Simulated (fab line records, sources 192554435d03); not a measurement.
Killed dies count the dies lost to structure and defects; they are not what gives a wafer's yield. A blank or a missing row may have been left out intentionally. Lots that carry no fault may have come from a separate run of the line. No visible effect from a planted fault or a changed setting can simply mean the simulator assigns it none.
fab line records / flow n5Finfet / part 2 of 2: steps 24 to 32 of 32
record lots=5 wafers=15 lastDay=17
route steps=1938 shown BEOL_M6@1237 BEOL_M7@1263
lots that met no fault: from a run of the same line without faults
startH: hours from the record's opening day to when the first of the lot's shown wafers began / waitH: hours from the lot's prior step to this one / " as in the row above / L1.1+2: one row covering several wafers at once / - no value, or no start was given / * or withheld: withheld / < > ~ a bound
route shown NAME@n: names a module that has steps shown in the file, with the first one's number in the route / usual: mean and standard deviation over wafers with no fault / same: alike in all rows / chamber/n: place in a boat / sites: each site's reading / _std_site: the standard deviation of these / _edge_site: the outer-site mean with the inner-site mean subtracted / radiusMm: how far each site lies from the wafer's centre / mask NAME#n: copy n / behind: tool/chamber where the wafer was last shaped / hold: cause of the lot's hold/its duration in hours/its outcome / device: whichever transistor did not switch (one of n, p or np) / end of line: the route-end tests of the same wafers / step lacking rows: just its recipe / killed: the dies lost at the first sort to structure and to defects; this is not the yield of the wafer / map: a wafer's dies, x killed, . not, _ none there
set.NAME: the setting that was run; set.NAME@STEP: the one run at that earlier step / model.NAME: the simulator's own value behind a step, which no gauge read
lots at selected steps of the route; one table per step, one row per wafer
services: a tool's chamber out of use, with start hour (startH, from the record's first day; less than 0 if before it), hours out, and reason
## steps
# step N5_BEOL_M6_DEP_56
# recipe material=SiCN targetThkA=100 tempC=withheld precursor=3MS/NH3 pressureTorr=3 rfW=202 timeS=17.5
# usual showerheadPlenumPTorr=3.663/0.012 showerheadVppV=858/49 throttleValvePct=9.0/0.48
lot.wafer=L079.2 tool=pecvd-04 chamber=1 startH=220.65 waitH=0.0 showerheadPlenumPTorr=3.672 showerheadVppV=807 throttleValvePct=8.5
lot.wafer=L079.5 tool=pecvd-04 chamber=1 startH=220.65 waitH=0.0 showerheadPlenumPTorr=3.674 showerheadVppV=811 throttleValvePct=8.8
lot.wafer=L079.6 tool=pecvd-04 chamber=2 startH=220.65 waitH=0.0 showerheadPlenumPTorr=3.663 showerheadVppV=841 throttleValvePct=8.6
lot.wafer=L081.2 tool=pecvd-01 chamber=1 startH=234.55 waitH=0.0 showerheadPlenumPTorr=3.640 showerheadVppV=867 throttleValvePct=9.2
lot.wafer=L081.5 tool=pecvd-01 chamber=2 startH=234.55 waitH=0.0 showerheadPlenumPTorr=3.675 showerheadVppV=837 throttleValvePct=8.2
lot.wafer=L081.6 tool=pecvd-01 chamber=1 startH=234.55 waitH=0.0 showerheadPlenumPTorr=3.649 showerheadVppV=891 throttleValvePct=9.2
lot.wafer=L083.2 tool=pecvd-04 chamber=0 startH=255.84 waitH=0.0 showerheadPlenumPTorr=3.656 showerheadVppV=952 throttleValvePct=9.0
lot.wafer=L083.3 tool=pecvd-04 chamber=2 startH=255.84 waitH=0.0 showerheadPlenumPTorr=3.649 showerheadVppV=847 throttleValvePct=8.5
lot.wafer=L083.6 tool=pecvd-04 chamber=2 startH=255.84 waitH=0.0 showerheadPlenumPTorr=3.669 showerheadVppV=858 throttleValvePct=8.7
lot.wafer=L092.1 tool=pecvd-02 chamber=0 startH=303.91 waitH=0.0 showerheadPlenumPTorr=3.685 showerheadVppV=844 throttleValvePct=8.7
lot.wafer=L092.3 tool=pecvd-02 chamber=0 startH=303.91 waitH=0.0 showerheadPlenumPTorr=3.675 showerheadVppV=832 throttleValvePct=8.5
lot.wafer=L092.6 tool=pecvd-02 chamber=1 startH=303.91 waitH=0.0 showerheadPlenumPTorr=3.681 showerheadVppV=848 throttleValvePct=9.8
lot.wafer=L094.1 tool=pecvd-04 chamber=2 startH=316.06 waitH=0.0 showerheadPlenumPTorr=3.657 showerheadVppV=828 throttleValvePct=8.4
lot.wafer=L094.4 tool=pecvd-04 chamber=2 startH=316.06 waitH=0.0 showerheadPlenumPTorr=3.647 showerheadVppV=841 throttleValvePct=8.4
lot.wafer=L094.6 tool=pecvd-04 chamber=0 startH=316.06 waitH=0.0 showerheadPlenumPTorr=3.658 showerheadVppV=954 throttleValvePct=9.3
# step N5_BEOL_M6_RS_MEAS_57
# recipe thkMeasGauge=four-point-probe reads=Cu_of_BEOL_M6_ECD_50+Co_of_BEOL_M6_CVD_78+TaN_of_BEOL_M6_ALD_77
# usual M6_RS=0.290/0.0081
lot.wafer=L079.2 tool=filmMetro-01 chamber=- startH=220.71 waitH=0.1 M6_RS[ohm/sq]=0.302
lot.wafer=L079.5 tool=filmMetro-01 chamber=- startH=220.71 waitH=0.1 M6_RS[ohm/sq]=0.291
lot.wafer=L079.6 tool=filmMetro-01 chamber=- startH=220.71 waitH=0.1 M6_RS[ohm/sq]=0.292
lot.wafer=L081.2 tool=filmMetro-01 chamber=- startH=234.62 waitH=0.1 M6_RS[ohm/sq]=0.288
lot.wafer=L081.5 tool=filmMetro-01 chamber=- startH=234.62 waitH=0.1 M6_RS[ohm/sq]=0.280
lot.wafer=L081.6 tool=filmMetro-01 chamber=- startH=234.62 waitH=0.1 M6_RS[ohm/sq]=0.291
lot.wafer=L083.2 tool=filmMetro-02 chamber=- startH=255.91 waitH=0.1 M6_RS[ohm/sq]=0.278
lot.wafer=L083.3 tool=filmMetro-02 chamber=- startH=255.91 waitH=0.1 M6_RS[ohm/sq]=0.281
lot.wafer=L083.6 tool=filmMetro-02 chamber=- startH=255.91 waitH=0.1 M6_RS[ohm/sq]=0.289
lot.wafer=L092.1 tool=filmMetro-02 chamber=- startH=303.99 waitH=0.1 M6_RS[ohm/sq]=0.301
lot.wafer=L092.3 tool=filmMetro-02 chamber=- startH=303.99 waitH=0.1 M6_RS[ohm/sq]=0.296
lot.wafer=L092.6 tool=filmMetro-02 chamber=- startH=303.99 waitH=0.1 M6_RS[ohm/sq]=0.298
lot.wafer=L094.1 tool=filmMetro-02 chamber=- startH=316.13 waitH=0.1 M6_RS[ohm/sq]=0.307
lot.wafer=L094.4 tool=filmMetro-02 chamber=- startH=316.13 waitH=0.1 M6_RS[ohm/sq]=0.310
lot.wafer=L094.6 tool=filmMetro-02 chamber=- startH=316.13 waitH=0.1 M6_RS[ohm/sq]=0.281
# step N5_BEOL_M6_INSPECT_58
# recipe inspectInstrument=darkfield mode=postDep
# usual rawDefectCount=81/36
lot.wafer=L079.2 tool=defectInspect-01 chamber=- startH=220.74 waitH=0.0 rawDefectCount=76
lot.wafer=L079.5 tool=defectInspect-01 chamber=- startH=220.74 waitH=0.0 rawDefectCount=63
lot.wafer=L079.6 tool=defectInspect-01 chamber=- startH=220.74 waitH=0.0 rawDefectCount=95
lot.wafer=L081.2 tool=defectInspect-01 chamber=- startH=234.65 waitH=0.0 rawDefectCount=46
lot.wafer=L081.5 tool=defectInspect-01 chamber=- startH=234.65 waitH=0.0 rawDefectCount=50
lot.wafer=L081.6 tool=defectInspect-01 chamber=- startH=234.65 waitH=0.0 rawDefectCount=36
lot.wafer=L083.2 tool=defectInspect-02 chamber=- startH=255.94 waitH=0.0 rawDefectCount=89
lot.wafer=L083.3 tool=defectInspect-02 chamber=- startH=255.94 waitH=0.0 rawDefectCount=57
lot.wafer=L083.6 tool=defectInspect-02 chamber=- startH=255.94 waitH=0.0 rawDefectCount=74
lot.wafer=L092.1 tool=defectInspect-01 chamber=- startH=304.02 waitH=0.0 rawDefectCount=36
lot.wafer=L092.3 tool=defectInspect-01 chamber=- startH=304.02 waitH=0.0 rawDefectCount=47
lot.wafer=L092.6 tool=defectInspect-01 chamber=- startH=304.02 waitH=0.0 rawDefectCount=62
lot.wafer=L094.1 tool=defectInspect-01 chamber=- startH=316.16 waitH=0.0 rawDefectCount=52
lot.wafer=L094.4 tool=defectInspect-01 chamber=- startH=316.16 waitH=0.0 rawDefectCount=84
lot.wafer=L094.6 tool=defectInspect-01 chamber=- startH=316.16 waitH=0.0 rawDefectCount=77
# step N5_BEOL_M7_ILD_DEP_00
# recipe material=SiCOH_lowk targetThkA=1797.5 tempC=300 precursor=DEMS/porogen pressureTorr=5 rfW=500 timeS=33.4
# usual heaterPowerW=349/34 showerheadPlenumPTorr=5.738/0.013 showerheadVppV=1349/72 throttleValvePct=13.8/0.88
lot.wafer=L079.2 tool=pecvd-01 chamber=0 startH=220.78 waitH=0.0 heaterPowerW=306 showerheadPlenumPTorr=5.738 showerheadVppV=1354 throttleValvePct=13.9
lot.wafer=L079.5 tool=pecvd-01 chamber=0 startH=220.78 waitH=0.0 heaterPowerW=314 showerheadPlenumPTorr=5.732 showerheadVppV=1364 throttleValvePct=14.1
lot.wafer=L079.6 tool=pecvd-01 chamber=1 startH=220.78 waitH=0.0 heaterPowerW=361 showerheadPlenumPTorr=5.725 showerheadVppV=1380 throttleValvePct=13.8
lot.wafer=L081.2 tool=pecvd-03 chamber=2 startH=234.68 waitH=0.0 heaterPowerW=414 showerheadPlenumPTorr=5.762 showerheadVppV=1472 throttleValvePct=12.3
lot.wafer=L081.5 tool=pecvd-03 chamber=2 startH=234.68 waitH=0.0 heaterPowerW=326 showerheadPlenumPTorr=5.738 showerheadVppV=1456 throttleValvePct=12.5
lot.wafer=L081.6 tool=pecvd-03 chamber=0 startH=234.68 waitH=0.0 heaterPowerW=394 showerheadPlenumPTorr=5.727 showerheadVppV=1354 throttleValvePct=13.9
lot.wafer=L083.2 tool=pecvd-01 chamber=2 startH=255.97 waitH=0.0 heaterPowerW=349 showerheadPlenumPTorr=5.739 showerheadVppV=1298 throttleValvePct=12.5
lot.wafer=L083.3 tool=pecvd-01 chamber=1 startH=255.97 waitH=0.0 heaterPowerW=413 showerheadPlenumPTorr=5.723 showerheadVppV=1379 throttleValvePct=13.8
lot.wafer=L083.6 tool=pecvd-01 chamber=2 startH=255.97 waitH=0.0 heaterPowerW=349 showerheadPlenumPTorr=5.733 showerheadVppV=1307 throttleValvePct=12.7
lot.wafer=L092.1 tool=pecvd-03 chamber=2 startH=304.06 waitH=0.0 heaterPowerW=391 showerheadPlenumPTorr=5.727 showerheadVppV=1466 throttleValvePct=12.4
lot.wafer=L092.3 tool=pecvd-03 chamber=0 startH=304.06 waitH=0.0 heaterPowerW=381 showerheadPlenumPTorr=5.730 showerheadVppV=1347 throttleValvePct=14.1
lot.wafer=L092.6 tool=pecvd-03 chamber=0 startH=304.06 waitH=0.0 heaterPowerW=380 showerheadPlenumPTorr=5.725 showerheadVppV=1371 throttleValvePct=13.9
lot.wafer=L094.1 tool=pecvd-01 chamber=1 startH=316.19 waitH=0.0 heaterPowerW=334 showerheadPlenumPTorr=5.716 showerheadVppV=1385 throttleValvePct=13.9
lot.wafer=L094.4 tool=pecvd-01 chamber=2 startH=316.19 waitH=0.0 heaterPowerW=380 showerheadPlenumPTorr=5.756 showerheadVppV=1294 throttleValvePct=12.4
lot.wafer=L094.6 tool=pecvd-01 chamber=0 startH=316.19 waitH=0.0 heaterPowerW=278 showerheadPlenumPTorr=5.745 showerheadVppV=1352 throttleValvePct=13.9
# step N5_BEOL_M7_CURE_74
# recipe tempC=385 timeS=240 ambient=He/Ar material=SiCOH_lowk
# usual lampPowerPct=52.32/0.057 wafer_temp_C_max=386.5/0.49
lot.wafer=L079.2 tool=uvCure-02 chamber=1 startH=221.04 waitH=0.2 lampPowerPct=52.29 wafer_temp_C_max=386.2
lot.wafer=L079.5 tool=uvCure-02 chamber=1 startH=221.04 waitH=0.2 lampPowerPct=52.22 wafer_temp_C_max=385.7
lot.wafer=L079.6 tool=uvCure-02 chamber=1 startH=221.04 waitH=0.2 lampPowerPct=52.35 wafer_temp_C_max=386.2
lot.wafer=L081.2 tool=uvCure-01 chamber=2 startH=234.83 waitH=0.1 lampPowerPct=52.39 wafer_temp_C_max=387.5
lot.wafer=L081.5 tool=uvCure-01 chamber=2 startH=234.83 waitH=0.1 lampPowerPct=52.34 wafer_temp_C_max=387.1
lot.wafer=L081.6 tool=uvCure-01 chamber=2 startH=234.83 waitH=0.1 lampPowerPct=52.37 wafer_temp_C_max=387.7
lot.wafer=L083.2 tool=uvCure-02 chamber=2 startH=256.12 waitH=0.1 lampPowerPct=52.33 wafer_temp_C_max=387.7
lot.wafer=L083.3 tool=uvCure-02 chamber=2 startH=256.12 waitH=0.1 lampPowerPct=52.30 wafer_temp_C_max=387.2
lot.wafer=L083.6 tool=uvCure-02 chamber=2 startH=256.12 waitH=0.1 lampPowerPct=52.42 wafer_temp_C_max=387.0
lot.wafer=L092.1 tool=uvCure-02 chamber=0 startH=304.12 waitH=0.0 lampPowerPct=52.32 wafer_temp_C_max=385.7
lot.wafer=L092.3 tool=uvCure-02 chamber=0 startH=304.12 waitH=0.0 lampPowerPct=52.39 wafer_temp_C_max=386.8
lot.wafer=L092.6 tool=uvCure-02 chamber=0 startH=304.12 waitH=0.0 lampPowerPct=52.21 wafer_temp_C_max=385.9
lot.wafer=L094.1 tool=uvCure-03 chamber=2 startH=316.26 waitH=0.0 lampPowerPct=52.27 wafer_temp_C_max=386.3
lot.wafer=L094.4 tool=uvCure-03 chamber=2 startH=316.26 waitH=0.0 lampPowerPct=52.40 wafer_temp_C_max=386.0
lot.wafer=L094.6 tool=uvCure-03 chamber=2 startH=316.26 waitH=0.0 lampPowerPct=52.36 wafer_temp_C_max=386.0
# step N5_BEOL_M7_THK_MEAS_01
# recipe reads=SiCOH_lowk_of_BEOL_M7_ILD_DEP_00
# usual M7_ILD_THK=155.0/2.2
lot.wafer=L079.2 tool=filmMetro-01 chamber=- startH=221.48 waitH=0.4 M7_ILD_THK[nm]=152.3
lot.wafer=L079.5 tool=filmMetro-01 chamber=- startH=221.48 waitH=0.4 M7_ILD_THK[nm]=153.8
lot.wafer=L079.6 tool=filmMetro-01 chamber=- startH=221.48 waitH=0.4 M7_ILD_THK[nm]=157.5
lot.wafer=L081.2 tool=filmMetro-01 chamber=- startH=235.26 waitH=0.4 M7_ILD_THK[nm]=154.4
lot.wafer=L081.5 tool=filmMetro-01 chamber=- startH=235.26 waitH=0.4 M7_ILD_THK[nm]=156.9
lot.wafer=L081.6 tool=filmMetro-01 chamber=- startH=235.26 waitH=0.4 M7_ILD_THK[nm]=156.6
lot.wafer=L083.2 tool=filmMetro-01 chamber=- startH=256.55 waitH=0.4 M7_ILD_THK[nm]=154.3
lot.wafer=L083.3 tool=filmMetro-01 chamber=- startH=256.55 waitH=0.4 M7_ILD_THK[nm]=155.3
lot.wafer=L083.6 tool=filmMetro-01 chamber=- startH=256.55 waitH=0.4 M7_ILD_THK[nm]=157.1
lot.wafer=L092.1 tool=filmMetro-01 chamber=- startH=304.63 waitH=0.4 M7_ILD_THK[nm]=151.7
lot.wafer=L092.3 tool=filmMetro-01 chamber=- startH=304.63 waitH=0.4 M7_ILD_THK[nm]=152.2
lot.wafer=L092.6 tool=filmMetro-01 chamber=- startH=304.63 waitH=0.4 M7_ILD_THK[nm]=153.1
lot.wafer=L094.1 tool=filmMetro-02 chamber=- startH=317.25 waitH=0.8 M7_ILD_THK[nm]=156.8
lot.wafer=L094.4 tool=filmMetro-02 chamber=- startH=317.25 waitH=0.8 M7_ILD_THK[nm]=157.0
lot.wafer=L094.6 tool=filmMetro-02 chamber=- startH=317.25 waitH=0.8 M7_ILD_THK[nm]=156.8
# step N5_BEOL_M7_PECVD_70
# recipe material=SiO2 targetThkA=200 tempC=400 precursor=TEOS/O2 pressureTorr=5.5 rfW=450 teosFlowSccm=53.8 gas=O2 flowSccm=3000 timeS=22.7
# usual heaterPowerW=795/60 showerheadPlenumPTorr=8.77/0.036 showerheadVppV=1285/78 throttleValvePct=22.0/1.5
lot.wafer=L079.2 tool=pecvd-01 chamber=1 startH=221.51 waitH=0.0 heaterPowerW=786 showerheadPlenumPTorr=8.69 showerheadVppV=1300 throttleValvePct=22.2
lot.wafer=L079.5 tool=pecvd-01 chamber=0 startH=221.51 waitH=0.0 heaterPowerW=675 showerheadPlenumPTorr=8.82 showerheadVppV=1303 throttleValvePct=22.1
lot.wafer=L079.6 tool=pecvd-01 chamber=1 startH=221.51 waitH=0.0 heaterPowerW=808 showerheadPlenumPTorr=8.70 showerheadVppV=1319 throttleValvePct=22.3
lot.wafer=L081.2 tool=pecvd-03 chamber=1 startH=235.30 waitH=0.0 heaterPowerW=795 showerheadPlenumPTorr=8.78 showerheadVppV=1151 throttleValvePct=23.8
lot.wafer=L081.5 tool=pecvd-03 chamber=0 startH=235.30 waitH=0.0 heaterPowerW=752 showerheadPlenumPTorr=8.75 showerheadVppV=1315 throttleValvePct=22.3
lot.wafer=L081.6 tool=pecvd-03 chamber=2 startH=235.30 waitH=0.0 heaterPowerW=890 showerheadPlenumPTorr=8.78 showerheadVppV=1395 throttleValvePct=19.9
lot.wafer=L083.2 tool=pecvd-03 chamber=2 startH=256.59 waitH=0.0 heaterPowerW=844 showerheadPlenumPTorr=8.80 showerheadVppV=1403 throttleValvePct=19.8
lot.wafer=L083.3 tool=pecvd-03 chamber=1 startH=256.59 waitH=0.0 heaterPowerW=721 showerheadPlenumPTorr=8.77 showerheadVppV=1162 throttleValvePct=23.8
lot.wafer=L083.6 tool=pecvd-03 chamber=2 startH=256.59 waitH=0.0 heaterPowerW=850 showerheadPlenumPTorr=8.78 showerheadVppV=1379 throttleValvePct=19.6
lot.wafer=L092.1 tool=pecvd-03 chamber=1 startH=304.67 waitH=0.0 heaterPowerW=847 showerheadPlenumPTorr=8.77 showerheadVppV=1166 throttleValvePct=23.8
lot.wafer=L092.3 tool=pecvd-03 chamber=2 startH=304.67 waitH=0.0 heaterPowerW=836 showerheadPlenumPTorr=8.75 showerheadVppV=1398 throttleValvePct=19.7
lot.wafer=L092.6 tool=pecvd-03 chamber=1 startH=304.67 waitH=0.0 heaterPowerW=827 showerheadPlenumPTorr=8.76 showerheadVppV=1153 throttleValvePct=23.8
lot.wafer=L094.1 tool=pecvd-01 chamber=0 startH=317.29 waitH=0.0 heaterPowerW=718 showerheadPlenumPTorr=8.80 showerheadVppV=1289 throttleValvePct=23.1
lot.wafer=L094.4 tool=pecvd-01 chamber=1 startH=317.29 waitH=0.0 heaterPowerW=798 showerheadPlenumPTorr=8.67 showerheadVppV=1314 throttleValvePct=22.6
lot.wafer=L094.6 tool=pecvd-01 chamber=0 startH=317.29 waitH=0.0 heaterPowerW=704 showerheadPlenumPTorr=8.81 showerheadVppV=1296 throttleValvePct=22.6
# step N5_BEOL_M7_HM_DEP_02
# recipe material=TiN targetThkA=200 tempC=25 chamberPressurePa=0.49996
# usual throttleValvePct=29.8/0.94
lot.wafer=L079.2 tool=pvdSputter-02 chamber=- startH=222.69 waitH=1.2 throttleValvePct=29.0
lot.wafer=L079.5 tool=pvdSputter-02 chamber=- startH=222.69 waitH=1.2 throttleValvePct=28.9
lot.wafer=L079.6 tool=pvdSputter-02 chamber=- startH=222.69 waitH=1.2 throttleValvePct=29.2
lot.wafer=L081.2 tool=pvdSputter-01 chamber=- startH=235.70 waitH=0.4 throttleValvePct=30.8
lot.wafer=L081.5 tool=pvdSputter-01 chamber=- startH=235.70 waitH=0.4 throttleValvePct=29.8
lot.wafer=L081.6 tool=pvdSputter-01 chamber=- startH=235.70 waitH=0.4 throttleValvePct=29.7
lot.wafer=L083.2 tool=pvdSputter-01 chamber=- startH=258.21 waitH=1.6 throttleValvePct=31.6
lot.wafer=L083.3 tool=pvdSputter-01 chamber=- startH=258.21 waitH=1.6 throttleValvePct=30.8
lot.wafer=L083.6 tool=pvdSputter-01 chamber=- startH=258.21 waitH=1.6 throttleValvePct=30.7
lot.wafer=L092.1 tool=pvdSputter-02 chamber=- startH=306.22 waitH=1.5 throttleValvePct=29.0
lot.wafer=L092.3 tool=pvdSputter-02 chamber=- startH=306.22 waitH=1.5 throttleValvePct=30.5
lot.wafer=L092.6 tool=pvdSputter-02 chamber=- startH=306.22 waitH=1.5 throttleValvePct=29.5
lot.wafer=L094.1 tool=pvdSputter-03 chamber=- startH=317.98 waitH=0.7 throttleValvePct=28.4
lot.wafer=L094.4 tool=pvdSputter-03 chamber=- startH=317.98 waitH=0.7 throttleValvePct=29.2
lot.wafer=L094.6 tool=pvdSputter-03 chamber=- startH=317.98 waitH=0.7 throttleValvePct=30.7
# step N5_BEOL_M7_COAT_59
# recipe resist=SOC tempC=250 timeS=60 spinRpm=1500 resistThkNm=100
# usual resistLineTempC=23.02/0.1
lot.wafer=L079.2 tool=lithoTrack-03 chamber=0 startH=222.82 waitH=0.1 resistLineTempC=23.05
lot.wafer=L079.5 tool=lithoTrack-03 chamber=0 startH=222.82 waitH=0.1 resistLineTempC=23.14
lot.wafer=L079.6 tool=lithoTrack-03 chamber=0 startH=222.82 waitH=0.1 resistLineTempC=22.87
lot.wafer=L081.2 tool=lithoTrack-04 chamber=0 startH=235.82 waitH=0.1 resistLineTempC=23.19
lot.wafer=L081.5 tool=lithoTrack-04 chamber=0 startH=235.82 waitH=0.1 resistLineTempC=23.18
lot.wafer=L081.6 tool=lithoTrack-04 chamber=0 startH=235.82 waitH=0.1 resistLineTempC=23.01
lot.wafer=L083.2 tool=lithoTrack-05 chamber=0 startH=258.33 waitH=0.1 resistLineTempC=23.00
lot.wafer=L083.3 tool=lithoTrack-05 chamber=0 startH=258.33 waitH=0.1 resistLineTempC=22.91
lot.wafer=L083.6 tool=lithoTrack-05 chamber=0 startH=258.33 waitH=0.1 resistLineTempC=23.09
lot.wafer=L092.1 tool=lithoTrack-04 chamber=0 startH=306.35 waitH=0.1 resistLineTempC=23.00
lot.wafer=L092.3 tool=lithoTrack-04 chamber=0 startH=306.35 waitH=0.1 resistLineTempC=22.90
lot.wafer=L092.6 tool=lithoTrack-04 chamber=0 startH=306.35 waitH=0.1 resistLineTempC=22.99
lot.wafer=L094.1 tool=lithoTrack-04 chamber=0 startH=318.11 waitH=0.1 resistLineTempC=22.96
lot.wafer=L094.4 tool=lithoTrack-04 chamber=0 startH=318.11 waitH=0.1 resistLineTempC=22.85
lot.wafer=L094.6 tool=lithoTrack-04 chamber=0 startH=318.11 waitH=0.1 resistLineTempC=23.01
## services
tool=pvdSputter-02 chamber=- startH=205.02 hours=2.0 kind=repair
tool=uvCure-02 chamber=- startH=210.46 hours=2.8 kind=pm
tool=cvdCo-01 chamber=- startH=210.55 hours=14.6 kind=pm
tool=ecdCu-01 chamber=- startH=216.77 hours=1.2 kind=repair
tool=pecvd-03 chamber=1 startH=218.34 hours=4.4 kind=repair
tool=uvCure-01 chamber=- startH=220.47 hours=1.0 kind=pm
tool=cvdCo-02 chamber=- startH=225.15 hours=6.0 kind=pm
tool=cmp-02 chamber=- startH=231.34 hours=4.0 kind=pm
tool=pecvd-04 chamber=2 startH=237.47 hours=1.8 kind=repair
tool=rieDiel-01 chamber=3 startH=242.29 hours=6.0 kind=repair
tool=aldMetal-01 chamber=- startH=245.91 hours=2.8 kind=pm
tool=pvdSputter-01 chamber=- startH=246.25 hours=3.0 kind=repair
tool=pecvd-01 chamber=0 startH=248.25 hours=4.4 kind=repair
tool=uvCure-02 chamber=- startH=252.87 hours=0.4 kind=repair
tool=pecvd-01 chamber=1 startH=260.05 hours=5.9 kind=repair
tool=pecvd-02 chamber=- startH=265.18 hours=2.9 kind=repair
tool=pecvd-02 chamber=- startH=268.09 hours=2.8 kind=pm
tool=rieDiel-01 chamber=1 startH=269.22 hours=5.2 kind=repair
tool=pecvd-03 chamber=- startH=273.89 hours=2.8 kind=pm
tool=rieDiel-01 chamber=- startH=280.26 hours=14.6 kind=pm
tool=uvCure-02 chamber=- startH=293.88 hours=0.3 kind=repair
tool=aldMetal-01 chamber=1 startH=296.00 hours=6.9 kind=repair
tool=cmp-02 chamber=- startH=312.55 hours=0.3 kind=repair
tool=rieDiel-01 chamber=1 startH=315.35 hours=8.1 kind=repair
